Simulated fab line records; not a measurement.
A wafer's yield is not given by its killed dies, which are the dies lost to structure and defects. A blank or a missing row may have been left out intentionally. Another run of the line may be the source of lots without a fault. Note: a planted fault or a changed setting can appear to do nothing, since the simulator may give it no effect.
Matching of chambers ; flow nandHarc ; NHARC_P_M1_CMP_23 on cmp-03 has 4 sister chambers
The step polishes, t overpolish 20 s, target thk 157.82 nm. 4 wafers are shown with their chamber, then 7 later ones without.

== EACH WAFER AND ITS CHAMBER ==
wafer;chamber;motorCurrentA (A)
L744.4;1;12.2
L746.6;3;12.7
L748.1;2;13.8
L748.2;0;14.9

== WAFERS WHOSE CHAMBER IS MISSING ==
wafer;motorCurrentA (A)
L748.3;11.7
L749.3;11.8
L749.4;13.2
L749.5;12.1
L756.2;11.2
L756.3;14.3
L756.6;12.1

== CHAMBER TAKEN BY EACH ==
wafer;from the rows above;in truth
L748.3;can't be placed: 1 or 3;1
L749.3;can't be placed: 1 or 3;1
L749.4;can't be placed: 3 or 2 or 1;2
L749.5;can't be placed: 1 or 3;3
L756.2;can't be placed: 1 or 3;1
L756.3;can't be placed: 2 or 0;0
L756.6;can't be placed: 1 or 3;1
Correctly placed: 0 of 7. Can't be placed from these rows: 7 (the true chamber is among the candidates in 7). 0 placed wrongly.
How it was worked out, from the rows above alone: a wafer's distance from a chamber is the root of the sum, over the readings, of the square of ((its reading less the chamber's mean) divided by the reading's scatter). The wafer belongs to the nearest chamber; if the next one is less than 2 further off, it can't be placed. The mean given for a chamber averages the wafers shown for that chamber. The scatter: with one shown wafer a chamber, the root of the mean of the squares of how far each hidden wafer lies from its nearest shown one.
